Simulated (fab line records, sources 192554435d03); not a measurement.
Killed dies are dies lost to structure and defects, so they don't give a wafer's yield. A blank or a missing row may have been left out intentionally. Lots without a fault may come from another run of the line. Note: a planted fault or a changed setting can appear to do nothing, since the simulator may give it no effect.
Split-lot trial / flow n5-finfet / route with 1938 steps; 7 lots, 21 wafers read

THE SPLIT ITSELF
At N5_FIN_CUT_EXPOSE_05 (exposes mask FIN CUT), the setting dose-mj was moved away from the recipe's 45.75 on 4 of the 21 wafers read, by -6.7% to -2.8%. The other wafers ran this setting at the recipe's value.

FROM THE SPLIT TO THE READING: what the file shows between them, 2 steps
- N5_FIN_CUT_PEB_06: peb time 60 s
- N5_FIN_CUT_DEVELOP_07: develop time 30 s

THE READING
cd-nm, in nm, at N5_FIN_CUT_CD_MEAS_08 (target cd 29.1 nm). Typical for fault-free wafers on this fab line: 29.07 nm, with standard deviation 0.26 nm.

wafer=L076.3; tool, chamber at the split=euv-scanner-01, 0; dose-mj as run=42.7; against the recipe=-6.7%; cd-nm, nm=28.04; against lot-mates on the recipe=-1.38
wafer=L076.4; tool, chamber at the split=euv-scanner-01, 0; dose-mj as run=42.7; against the recipe=-6.7%; cd-nm, nm=27.98; against lot-mates on the recipe=-1.44
wafer=L076.6; tool, chamber at the split=euv-scanner-01, 0; dose-mj as run=45.75; against the recipe=recipe; cd-nm, nm=29.42; against lot-mates on the recipe=-
wafer=L079.1; tool, chamber at the split=euv-scanner-02, 0; dose-mj as run=45.75; against the recipe=recipe; cd-nm, nm=28.97; against lot-mates on the recipe=-
wafer=L079.4; tool, chamber at the split=euv-scanner-02, 0; dose-mj as run=45.75; against the recipe=recipe; cd-nm, nm=29.43; against lot-mates on the recipe=-
wafer=L079.6; tool, chamber at the split=euv-scanner-02, 0; dose-mj as run=45.75; against the recipe=recipe; cd-nm, nm=29.17; against lot-mates on the recipe=-
wafer=L086.1; tool, chamber at the split=euv-scanner-01, 0; dose-mj as run=45.75; against the recipe=recipe; cd-nm, nm=29.13; against lot-mates on the recipe=-
wafer=L086.2; tool, chamber at the split=euv-scanner-01, 0; dose-mj as run=45.75; against the recipe=recipe; cd-nm, nm=29.09; against lot-mates on the recipe=-
wafer=L086.3; tool, chamber at the split=euv-scanner-01, 0; dose-mj as run=45.75; against the recipe=recipe; cd-nm, nm=29.04; against lot-mates on the recipe=-
wafer=L091.1; tool, chamber at the split=euv-scanner-01, 0; dose-mj as run=45.75; against the recipe=recipe; cd-nm, nm=29.23; against lot-mates on the recipe=-
wafer=L091.2; tool, chamber at the split=euv-scanner-01, 0; dose-mj as run=45.75; against the recipe=recipe; cd-nm, nm=29.20; against lot-mates on the recipe=-
wafer=L091.4; tool, chamber at the split=euv-scanner-01, 0; dose-mj as run=45.75; against the recipe=recipe; cd-nm, nm=29.27; against lot-mates on the recipe=-
wafer=L092.2; tool, chamber at the split=euv-scanner-02, 0; dose-mj as run=45.75; against the recipe=recipe; cd-nm, nm=29.49; against lot-mates on the recipe=-
wafer=L092.4; tool, chamber at the split=euv-scanner-02, 0; dose-mj as run=45.75; against the recipe=recipe; cd-nm, nm=29.79; against lot-mates on the recipe=-
wafer=L092.6; tool, chamber at the split=euv-scanner-02, 0; dose-mj as run=45.75; against the recipe=recipe; cd-nm, nm=29.19; against lot-mates on the recipe=-
wafer=L094.1; tool, chamber at the split=euv-scanner-01, 0; dose-mj as run=45.75; against the recipe=recipe; cd-nm, nm=29.26; against lot-mates on the recipe=-
wafer=L094.2; tool, chamber at the split=euv-scanner-01, 0; dose-mj as run=45.75; against the recipe=recipe; cd-nm, nm=29.08; against lot-mates on the recipe=-
wafer=L094.6; tool, chamber at the split=euv-scanner-01, 0; dose-mj as run=45.75; against the recipe=recipe; cd-nm, nm=28.82; against lot-mates on the recipe=-
wafer=L096.1; tool, chamber at the split=euv-scanner-01, 0; dose-mj as run=44.48; against the recipe=-2.8%; cd-nm, nm=28.50; against lot-mates on the recipe=-0.43
wafer=L096.2; tool, chamber at the split=euv-scanner-01, 0; dose-mj as run=45.75; against the recipe=recipe; cd-nm, nm=28.93; against lot-mates on the recipe=-
wafer=L096.6; tool, chamber at the split=euv-scanner-01, 0; dose-mj as run=44.48; against the recipe=-2.8%; cd-nm, nm=28.45; against lot-mates on the recipe=-0.48

THE FIT
A straight line over all 21 wafers: cd-nm changes by +0.189 nm for each +1% of dose-mj; r = +0.87; the points scatter about the line by 0.23 nm.
The same after taking each lot's own level away (the mean of its wafers on the recipe; 21 wafers): +0.206 nm for each +1%; r = +0.95; scatter 0.15 nm.
On that fit, the largest move of dose-mj shifts the reading by 1.4 nm.
From 28.930 to 29.490 nm: that is the span of the lots' own levels, equal to 2.2 times the standard deviation above.
Consequently the slope shifts little with the lot-to-lot level, the two slopes agreeing.
Check: -1.35 nm against its lot-mates is what the line predicts for one of the wafers moved furthest among these (-6.7%) when that wafer is left out of the fit. It came out at -1.38 nm against them.

OTHER SPLITS APPLIED TO THESE WAFERS
These wafers also went through other splits before the reading. Each is held against what the fit with the lots' levels taken away leaves over:
other split on the same wafers=N5_WELL_APT_COAT_02 spin-rpm; wafers away from the commonest value=4; r with cd-nm (lot level and that fit taken away)=+0.18
other split on the same wafers=N5_PMOS_HMC_CHANNEL_EPI_PEB_07 peb-time-s; wafers away from the commonest value=8; r with cd-nm (lot level and that fit taken away)=+0.01
other split on the same wafers=N5_PMOS_HMC_CHANNEL_EPI_DEVELOP_08 develop-time-s; wafers away from the commonest value=8; r with cd-nm (lot level and that fit taken away)=-0.07
other split on the same wafers=N5_FIN_CUT_COAT_29 spin-rpm; wafers away from the commonest value=8; r with cd-nm (lot level and that fit taken away)=-0.12

FILE'S OWN FIT
cd-nm changes by +0.205 nm for each +1% of dose-mj, r = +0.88.
